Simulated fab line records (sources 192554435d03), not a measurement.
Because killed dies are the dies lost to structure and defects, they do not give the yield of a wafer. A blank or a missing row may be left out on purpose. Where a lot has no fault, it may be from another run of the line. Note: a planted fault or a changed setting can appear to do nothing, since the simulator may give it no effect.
Matching of chambers | flow n5 finfet | rie diel-04 running N5_BEOL_M4_STRIP_19: 4 sister chambers
The step strips in O2. 4 wafers are shown with their chamber, then 8 later ones without.

== EACH WAFER AND ITS CHAMBER ==
wafer  | chamber | showerhead plenum p Torr (Torr)
L079.6 | 2       | 2.11
L088.3 | 3       | 2.22
L088.5 | 0       | 2.07
L091.1 | 1       | 2.03

== WAFERS WHOSE CHAMBER IS MISSING ==
wafer  | showerhead plenum p Torr (Torr)
L091.2 | 2.10
L091.4 | 2.07
L095.1 | 2.10
L095.3 | 2.22
L095.5 | 2.03
L096.1 | 2.09
L096.5 | 2.21
L096.6 | 2.09

== EACH ONE'S CHAMBER ==
wafer  | from the rows above     | in truth
L091.2 | can't be placed: 2 or 0 | 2
L091.4 | 0                       | 0
L095.1 | can't be placed: 2 or 0 | 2
L095.3 | 3                       | 3
L095.5 | 1                       | 1
L096.1 | can't be placed: 0 or 2 | 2
L096.5 | 3                       | 3
L096.6 | can't be placed: 0 or 2 | 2
Correctly placed: 4 of 8. Unplaceable from these rows: 4, with the true chamber sitting among the candidates in 4. Number placed wrongly: 0.
How it was worked out, from the rows above alone: a wafer's distance from a chamber is the root of the sum, over the readings, of the square of ((its reading less the chamber's mean) divided by the reading's scatter). If the next closest chamber is less than 2 further off than the closest, the wafer can't be placed; otherwise it belongs to the closest. For every chamber, the mean is computed from those of its wafers that are shown. The scatter (one wafer shown for each chamber): square how far every hidden wafer sits from the nearest shown wafer, average those squares and take the square root.
